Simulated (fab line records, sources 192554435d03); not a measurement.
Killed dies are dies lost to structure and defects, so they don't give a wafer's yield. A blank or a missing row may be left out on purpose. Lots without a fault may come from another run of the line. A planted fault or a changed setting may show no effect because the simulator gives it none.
fab line records | flow n5_finfet
record lots=6 wafers=17 last_day=17
route steps=1938 shown FIN_SAQP@104 BEOL_M4@1111
lots that met no fault: from a run of the same line without faults
start_h: hours from the record's first day to the start of the lot's first wafer shown | wait_h: hours since the lot's step before | " the same as in the row above | L1.1+2: a row that stands for several wafers | - no value, or no start given | * or withheld: withheld | < > ~ a bound
route shown NAME@n: a module of which the file shows steps, and the number in the route of the first | usual: mean/standard deviation of fault-free wafers | same: alike in all rows | chamber/n: place in a boat | sites: the reading at each site | _std_site: their standard deviation | _edge_site: outer sites' mean less inner sites' | radius_mm: how far each site lies from the wafer's centre | mask NAME#n: copy n | behind: the tool/chamber that last shaped the wafer | hold: why the lot was held/for how many hours/how that ended | device: the transistor (n, p or np) that didn't switch | end of line: the same wafers' tests at the end of the route | a step without rows: its recipe alone | killed: dies lost to structure and defects at the first sort, not the wafer's yield | map: a wafer's dies, x killed, . not, _ none there
set.NAME: the setting as run; set.NAME@STEP: as run at that earlier step | model.NAME: the simulator's own value behind a step, which no gauge read
lots at some steps of the route; a table a step, a row a wafer
services: from which hour (start_h, from the record's first day; less than 0 if before it) a tool's chamber was out of use, for how many hours, and why
## steps
# step N5_FIN_SAQP_COAT_50
# recipe resist=SiARC temp_c=220 time_s=60 spin_rpm=1500 resist_thk_nm=35
# step N5_FIN_SAQP_COAT_10
# recipe resist=CAR-ArF spin_rpm=1500 resist_thk_nm=90
# step N5_FIN_SAQP_EBR_12
# recipe solvent=PGMEA ebr_width_mm=1.5
# step N5_FIN_SAQP_SOFTBAKE_11
# recipe temp_c=110 time_s=60 resist=CAR-ArF
# step N5_FIN_SAQP_EXPOSE_13
# recipe mask_id=FIN_CORE na=1.35 source_shape=dipole sigma_inner=0.538 sigma_outer=0.738 polarization=te target_cd_nm=35.6 dose_mj=63.25
# step N5_FIN_SAQP_PEB_14
# recipe peb_temp_c=withheld peb_time_s=60 resist=CAR-ArF
# step N5_FIN_SAQP_DEVELOP_15
# recipe develop_time_s=30 developer=TMAH resist=CAR-ArF dev_temp_c=23 rinse_liquid=diw dry=air_spin
# step N5_FIN_SAQP_CD_MEAS_16
# recipe target_cd_nm=35.6 landing_energy_ev=500 detector=se_inlens
# usual cd_nm=35.7/0.36
# columns lot.wafer tool chamber start_h wait_h cd_nm
L684.1 cd_sem-02 0 51.73 - 35.7
L684.5 " 0 " " 36.4
L684.6 " 0 " " 35.6
L686.2 cd_sem-03 0 64.07 - 35.3
L686.3 " 0 " " 36.2
L686.5 " 0 " " 35.8
L688.1 cd_sem-01 0 75.95 - 35.7
L688.6 " 0 " " 35.8
L698.3 cd_sem-03 0 135.65 - 35.8
L698.4 " 0 " " 35.3
L698.6 " 0 " " 35.5
L700.2 cd_sem-02 0 148.35 - 35.3
L700.5 " 0 " " 35.5
L700.6 " 0 " " 35.2
L702.1 cd_sem-02 0 160.19 - 36.0
L702.3 " 0 " " 36.1
L702.6 " 0 " " 35.6
# step N5_FIN_SAQP_OVL_MEAS_17
# recipe points_per_wafer=44
# usual FIN_CORE_OVL=-0.2/0.87
# same points_per_wafer=44
# columns lot.wafer tool chamber start_h wait_h FIN_CORE_OVL[nm]
L684.1 overlay-02 0 51.77 0.0 0.0
L684.5 " 0 " " -0.6
L684.6 " 0 " " -1.3
L686.2 overlay-01 0 64.11 0.0 0.3
L686.3 " 0 " " 0.3
L686.5 " 0 " " 0.2
L688.1 overlay-02 0 75.99 0.0 0.4
L688.6 " 0 " " 0.2
L698.3 overlay-01 0 135.68 0.0 -0.7
L698.4 " 0 " " -1.2
L698.6 " 0 " " -1.2
L700.2 overlay-02 0 148.40 0.0 0.2
L700.5 " 0 " " -1.0
L700.6 " 0 " " -0.7
L702.1 overlay-01 0 160.23 0.0 1.0
L702.3 " 0 " " -0.1
L702.6 " 0 " " 0.0
# step N5_FIN_SAQP_INSPECT_18
# recipe mode=adi inspect_instrument=brightfield
# usual raw_defect_count=448/140
# columns lot.wafer tool chamber start_h wait_h raw_defect_count
L684.1 defect_inspect-02 - 51.79 0.0 410
L684.5 " - " " 452
L684.6 " - " " 457
L686.2 defect_inspect-02 - 64.13 0.0 361
L686.3 " - " " 450
L686.5 " - " " 412
L688.1 defect_inspect-01 - 76.01 0.0 695
L688.6 " - " " 429
L698.3 defect_inspect-02 - 135.70 0.0 288
L698.4 " - " " 465
L698.6 " - " " 203
L700.2 defect_inspect-02 - 148.42 0.0 476
L700.5 " - " " 436
L700.6 " - " " 523
L702.1 defect_inspect-02 - 160.25 0.0 646
L702.3 " - " " 662
L702.6 " - " " 419
# step N5_FIN_SAQP_DESCUM_21
# recipe chemistry=O2 time_s=7.9 source_power_w=50 bias_power_w=20 pressure_mtorr=20 rf_frequency_hz=2.712e+07 temp_c=40 resist=CAR-ArF o2_flow_sccm=225
# usual drypump_motor_current_A=5.6/0.35 o2_flow_sccm=224.9/0.6 oes_product_au=0.77/0.077 rf_vpp_V=243.4/1.3 showerhead_plenum_p_Torr=2.10/0.057 throttle_valve_pct=20.43/0.29
# columns lot.wafer tool chamber start_h wait_h drypump_motor_current_A o2_flow_sccm oes_product_au rf_hours_counter_h rf_vpp_V showerhead_plenum_p_Torr throttle_valve_pct
L684.1 rie_diel-03 2 51.83 0.0 5.0 225.1 0.77 140 243.0 2.11 20.34
L684.5 " 1 " " 5.6 224.7 0.90 - 243.2 2.12 20.13
L684.6 " 2 " " 5.0 225.7 0.77 - 243.3 2.11 20.36
L686.2 rie_diel-03 0 64.17 0.0 5.9 225.8 0.78 139 242.8 2.19 20.21
L686.3 " 1 " " 5.7 223.7 0.91 23 242.9 2.12 20.13
L686.5 " 1 " " 5.7 224.8 0.92 - 244.4 2.12 20.12
L688.1 rie_diel-03 2 76.05 0.0 5.0 224.4 0.76 146 242.6 2.11 20.37
L688.6 " 1 " " 5.7 224.6 0.90 - 243.4 2.12 20.13
L698.3 rie_diel-01 3 135.74 0.0 5.5 224.3 0.71 202 243.7 2.08 20.72
L698.4 " 0 " " 5.9 224.6 0.99 0 241.9 2.06 20.30
L698.6 " 1 " " 5.8 225.5 0.71 - 241.3 2.08 20.12
L700.2 rie_diel-01 3 148.45 0.0 5.6 224.8 0.70 205 243.2 2.08 20.71
L700.5 " 3 " " 5.5 224.5 0.69 - 243.6 2.08 20.73
L700.6 " 0 " " 5.9 224.7 0.96 - 242.8 2.06 20.30
L702.1 rie_diel-01 3 160.29 0.0 5.5 225.4 0.70 209 242.9 2.08 20.72
L702.3 " 0 " " 5.9 226.0 0.94 7 244.1 2.06 20.32
L702.6 " 2 " " 5.7 225.5 0.69 - 243.8 2.06 20.89
# step N5_FIN_SAQP_ETCH_51
# recipe chemistry=CF4 target=SiARC target_depth_a=455 mask_material=CAR-ArF time_s=75.8 ion_energy_ev=80 pressure_mtorr=40 source_w=545 bias_w=36 Ar_flow_sccm=100 cf4_flow_sccm=100 ends=cleared
# usual drypump_motor_current_A=5.6/0.34 etch_rf_on_time_s=76.5/2.1 oes_product_au=0.65/0.064 rf_vpp_V=184.0/1 showerhead_plenum_p_Torr=2.15/0.055 throttle_valve_pct=15.62/0.28
# columns lot.wafer tool chamber start_h wait_h drypump_motor_current_A etch_rf_on_time_s oes_product_au rf_hours_counter_h rf_vpp_V showerhead_plenum_p_Torr throttle_valve_pct
L684.1 rie_diel-03 2 51.86 0.0 5.0 77.1 0.66 140 183.4 2.15 15.43
L684.5 " 1 " " 5.6 75.5 0.78 - 185.8 2.17 15.29
L684.6 " 2 " " 5.0 79.2 0.65 - 183.4 2.15 15.44
L686.2 rie_diel-03 0 64.20 0.0 5.9 79.2 0.66 139 185.8 2.24 15.46
L686.3 " 1 " " 5.7 76.0 0.77 23 184.8 2.17 15.31
L686.5 " 1 " " 5.7 76.3 0.77 - 183.2 2.17 15.30
L688.1 rie_diel-03 2 76.08 0.0 5.0 78.5 0.64 146 183.9 2.15 15.46
L688.6 " 1 " " 5.7 75.5 0.78 - 183.7 2.17 15.30
L698.3 rie_diel-01 3 135.77 0.0 5.5 75.2 0.61 202 184.1 2.14 15.96
L698.4 " 0 " " 5.9 76.2 0.85 0 185.3 2.11 15.37
L698.6 " 1 " " 5.8 77.4 0.61 - 183.6 2.14 15.37
L700.2 rie_diel-01 3 148.49 0.0 5.6 74.3 0.61 205 184.3 2.13 15.95
L700.5 " 3 " " 5.6 74.2 0.61 - 183.1 2.13 15.95
L700.6 " 0 " " 5.9 75.6 0.81 - 184.4 2.11 15.38
L702.1 rie_diel-01 3 160.32 0.0 5.6 75.4 0.61 209 182.0 2.13 15.98
L702.3 " 0 " " 5.9 76.1 0.79 7 182.9 2.11 15.37
L702.6 " 2 " " 5.7 73.7 0.61 - 184.7 2.10 16.06
# step N5_FIN_SAQP_ETCH_52
# recipe chemistry=N2/H2 target=SOC target_depth_a=1000 overetch_a=200 mask_material=SiARC temp_c=40 time_s=150 ion_energy_ev=200 pressure_mtorr=30 source_w=840 bias_w=150 n2_flow_sccm=200 h2_flow_sccm=200 ends=end_point
# usual drypump_motor_current_A=5.6/0.34 oes_product_au=0.69/0.064 rf_vpp_V=524.4/2.1 showerhead_plenum_p_Torr=2.56/0.072 throttle_valve_pct=17.8/0.31
# columns lot.wafer tool chamber start_h wait_h drypump_motor_current_A oes_product_au rf_hours_counter_h rf_vpp_V showerhead_plenum_p_Torr throttle_valve_pct model.SiARC_of_FIN_SAQP_COAT_50.thk_nm
L684.1 rie_diel-03 2 51.92 0.0 5.0 0.69 140 523.9 2.56 17.7 29.34
L684.5 " 1 " " 5.6 0.81 - 526.7 2.60 17.7 29.02
L684.6 " 2 " " 5.0 0.70 - 522.2 2.56 17.7 29.45
L686.2 rie_diel-03 0 64.26 0.0 5.9 0.71 139 527.1 2.66 17.6 26.37
L686.3 " 1 " " 5.7 0.81 23 525.3 2.60 17.7 29.06
L686.5 " 1 " " 5.7 0.81 - 525.3 2.60 17.6 29.01
L688.1 rie_diel-03 2 76.14 0.0 5.0 0.69 146 524.6 2.56 17.7 26.71
L688.6 " 1 " " 5.7 0.80 - 526.7 2.60 17.7 29.14
L698.3 rie_diel-01 3 135.83 0.0 5.6 0.64 202 523.3 2.52 18.1 29.08
L698.4 " 0 " " 5.9 0.89 0 523.6 2.52 17.7 29.15
L698.6 " 1 " " 5.7 0.65 - 523.0 2.52 17.4 29.05
L700.2 rie_diel-01 3 148.54 0.0 5.6 0.63 205 523.7 2.52 18.1 29.09
L700.5 " 3 " " 5.6 0.63 - 523.6 2.52 18.1 29
L700.6 " 0 " " 5.9 0.85 - 523.0 2.51 17.8 29.15
L702.1 rie_diel-01 3 160.38 0.0 5.5 0.64 209 524.4 2.52 18.1 29.11
L702.3 " 0 " " 5.9 0.84 7 524.0 2.51 17.8 29.15
L702.6 " 2 " " 5.7 0.63 - 523.0 2.51 18.3 29.03
# step N5_FIN_SAQP_STRIP_53
# recipe chemistry=N2/H2 temp_c=40 n2_flow_sccm=200 h2_flow_sccm=200 rf_frequency_hz=6e+07
# step N5_FIN_SAQP_HM_OPEN_73
# recipe chemistry=CHF3/O2 target=SiO2 stop_on=a-Si target_depth_a=120 over_etch_frac=1.8 mask_material=SOC time_s=16.8 pressure_mtorr=30 source_w=650 bias_w=170 Ar_flow_sccm=200 CHF3_flow_sccm=50 O2_flow_sccm=5 ion_energy_ev=200 ends=end_point
# usual drypump_motor_current_A=5.6/0.34 oes_ar_750_au=0.77/0.071 oes_product_au=0.46/0.044 rf_vpp_V=527/12 showerhead_plenum_p_Torr=2.42/0.062 throttle_valve_pct=18.81/0.3
# columns lot.wafer tool chamber start_h wait_h drypump_motor_current_A oes_ar_750_au oes_product_au rf_hours_counter_h rf_vpp_V showerhead_plenum_p_Torr throttle_valve_pct model.SiARC_of_FIN_SAQP_COAT_50.thk_nm
L684.1 rie_diel-03 2 52.02 0.0 5.0 0.77 0.47 140 524 2.41 18.61 5.896
L684.5 " 1 " " 5.7 0.90 0.55 - 534 2.44 18.51 4.605
L684.6 " 2 " " 5.0 0.77 0.46 - 525 2.41 18.60 6.099
L686.2 rie_diel-03 0 64.36 0.0 5.9 0.77 0.47 139 534 2.52 18.63 2.898
L686.3 " 1 " " 5.6 0.90 0.54 23 533 2.44 18.52 4.643
L686.5 " 1 " " 5.7 0.90 0.54 - 533 2.44 18.51 4.634
L688.1 rie_diel-03 2 76.25 0.0 5.0 0.77 0.47 146 523 2.41 18.61 3.117
L688.6 " 1 " " 5.7 0.90 0.54 - 534 2.44 18.52 4.783
L698.3 rie_diel-01 3 135.94 0.0 5.6 0.73 0.43 202 509 2.40 19.14 5.401
L698.4 " 0 " " 5.9 0.99 0.59 0 515 2.38 18.66 5.901
L698.6 " 1 " " 5.7 0.71 0.43 - 530 2.39 18.47 5.379
L700.2 rie_diel-01 3 148.65 0.0 5.5 0.73 0.42 206 511 2.40 19.16 5.467
L700.5 " 3 " " 5.6 0.73 0.42 - 510 2.40 19.16 5.348
L700.6 " 0 " " 5.9 0.96 0.57 - 514 2.38 18.67 5.553
L702.1 rie_diel-01 3 160.48 0.0 5.5 0.73 0.42 209 509 2.40 19.14 5.401
L702.3 " 0 " " 5.9 0.93 0.57 7 515 2.37 18.67 5.21
L702.6 " 2 " " 5.7 0.71 0.42 - 516 2.36 19.24 4.909
# step N5_FIN_SAQP_STRIP_74
# recipe chemistry=CHF3/O2 resist=SiARC rf_frequency_hz=6e+07
# step N5_BEOL_M4_RC_MEAS_101
# usual DIBL_N=36.9/1.6 DIBL_P=37.1/2 IOFF_N=0.17/0.032 IOFF_P=0.22/0.036 ION_N=674/12 ION_P=463/7.8 SS_N=71.7/0.63 SS_P=73.5/0.62 VT_N=249/3.3 VT_P=-250/3.5
# columns lot.wafer tool chamber start_h wait_h DIBL_N[mV/V] DIBL_P[mV/V] IOFF_N[nA/um] IOFF_P[nA/um] ION_N[uA/um] ION_P[uA/um] SS_N[mV/dec] SS_P[mV/dec] VT_N[mV] VT_P[mV]
L684.1 prober-02 0 206.32 0.0 37.7 38.3 0.19 0.24 686 463 71.1 74.2 247 -250
L684.5 " 0 " " 35.9 35.9 0.16 0.21 676 463 70.7 73.8 248 -252
L684.6 " 0 " " 33.4 32.8 0.11 0.16 653 448 70.3 72.0 254 -253
L686.2 prober-01 0 221.10 0.2 37.9 37.9 0.20 0.26 689 470 72.1 73.9 247 -248
L686.3 " 0 " " 36.4 35.9 0.16 0.21 676 464 71.6 73.7 248 -252
L686.5 " 0 " " 37.9 37.6 0.19 0.25 688 471 71.0 74.1 245 -246
L688.1 prober-02 0 229.13 0.2 38.1 40.4 0.21 0.27 687 465 71.7 74.8 246 -247
L688.6 " 0 " " 32.9 35.0 0.12 0.18 668 463 70.4 72.9 253 -250
L698.3 prober-01 0 281.28 0.4 36.8 34.9 0.15 0.21 691 471 71.0 73.9 250 -248
L698.4 " 0 " " 37.9 35.1 0.17 0.23 678 464 71.5 73.2 249 -247
L698.6 " 0 " " 40.2 38.7 0.22 0.30 690 477 72.4 74.6 245 -244
L700.2 prober-01 0 300.17 0.2 37.0 40.7 0.20 0.27 685 466 72.5 73.4 248 -246
L700.5 " 0 " " 36.9 39.2 0.18 0.25 669 465 72.6 72.9 247 -247
L700.6 " 0 " " 37.6 40.1 0.22 0.25 679 463 72.8 73.2 246 -247
L702.1 prober-01 0 309.93 0.0 36.5 37.0 0.16 0.23 683 469 71.9 73.0 248 -246
L702.3 " 0 " " 36.5 38.3 0.15 0.25 669 463 71.4 73.4 252 -245
L702.6 " 0 " " 36.6 37.2 0.16 0.24 675 467 71.7 73.4 249 -248
## services
# columns tool chamber start_h hours kind
rie_diel-01 - 64.71 1.3 repair
rie_diel-03 - 93.58 15.6 pm
rie_diel-01 0 120.89 - clean
rie_diel-01 0 120.89 - consumable_replace:focus_ring
rie_diel-01 0 120.89 14.7 scheduled_down
rie_diel-01 0 120.89 14.7 vent_cycle
rie_diel-03 - 128.92 2.1 repair
rie_diel-03 1 159.93 2.5 repair
## key
first_sign none at tools or gauges
model_effect step=N5_FIN_SAQP_ETCH_52 value=SiARC_of_FIN_SAQP_COAT_50.thk_nm without=29.32 struck=26.54
model_effect step=N5_FIN_SAQP_HM_OPEN_73 value=SiARC_of_FIN_SAQP_COAT_50.thk_nm without=5.787 struck=3.007
met_at N5_FIN_SAQP_ETCH_52
struck_wafers L686.2,L688.1
onset_between 51.92 64.26
fault kind=process_parameter_drift tool=rie_diel-03 chamber=- onset_h=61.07 steps=N5_FIN_SAQP_ETCH_52 channel=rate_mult offset=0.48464 shape=step end_h=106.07 scope=struck_wafers_only
